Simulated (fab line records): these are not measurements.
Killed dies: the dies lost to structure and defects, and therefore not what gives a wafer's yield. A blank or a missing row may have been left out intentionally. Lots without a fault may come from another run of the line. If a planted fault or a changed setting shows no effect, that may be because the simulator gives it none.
Chamber matching :: flow n5Finfet :: 4 sister chambers for N5_HKMG_FIN_HK_ALD_01 on aldHk-02
The step deposits HfO2, target thk 1.6 nm, pulse time 3 s, purge time 3 s. 8 wafers are shown with their chamber, then 8 later ones without.

== WAFERS WITH THEIR CHAMBER ==
wafer: L077.5
chamber: 3
precursorPulseHeightRel: 0.999

wafer: L085.4
chamber: 3
precursorPulseHeightRel: 1.005

wafer: L087.2
chamber: 0
precursorPulseHeightRel: 1.005

wafer: L087.3
chamber: 2
precursorPulseHeightRel: 1.006

wafer: L088.1
chamber: 2
precursorPulseHeightRel: 0.986

wafer: L088.4
chamber: 0
precursorPulseHeightRel: 0.995

wafer: L088.5
chamber: 1
precursorPulseHeightRel: 1.027

wafer: L089.1
chamber: 1
precursorPulseHeightRel: 1.010

== WAFERS WITHOUT THEIR CHAMBER ==
wafer: L089.3
precursorPulseHeightRel: 1.002

wafer: L089.6
precursorPulseHeightRel: 1.003

wafer: L094.1
precursorPulseHeightRel: 0.980

wafer: L094.4
precursorPulseHeightRel: 0.962

wafer: L094.6
precursorPulseHeightRel: 0.999

wafer: L096.3
precursorPulseHeightRel: 0.998

wafer: L096.4
precursorPulseHeightRel: 1.023

wafer: L096.6
precursorPulseHeightRel: 1.010

== WHICH CHAMBER EACH WENT THROUGH ==
wafer: L089.3
from the rows above: can't be placed: 3 or 0 or 2 or 1
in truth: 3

wafer: L089.6
from the rows above: can't be placed: 3 or 0 or 2 or 1
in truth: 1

wafer: L094.1
from the rows above: can't be placed: 2 or 0 or 3
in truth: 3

wafer: L094.4
from the rows above: can't be placed: 2 or 0 or 3
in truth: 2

wafer: L094.6
from the rows above: can't be placed: 0 or 2 or 3 or 1
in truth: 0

wafer: L096.3
from the rows above: can't be placed: 0 or 2 or 3 or 1
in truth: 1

wafer: L096.4
from the rows above: can't be placed: 1 or 3 or 0
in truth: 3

wafer: L096.6
from the rows above: can't be placed: 3 or 1 or 0 or 2
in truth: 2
Placed correctly: 0 of 8. Unplaceable from these rows: 8, with the true chamber sitting among the candidates in 8. Placed wrongly: 0.
How it was worked out, from the rows above alone: a wafer's distance from a chamber is the root of the sum, over the readings, of the square of ((its reading less the chamber's mean) divided by the reading's scatter). If the next closest chamber is less than 2 further off than the closest, the wafer can't be placed; otherwise it belongs to the closest. A chamber's mean is the mean of its shown wafers. The scatter is the square root of a quotient: the sum, over the shown wafers, of each reading's squared deviation from its chamber's mean, divided by wafers minus chambers.
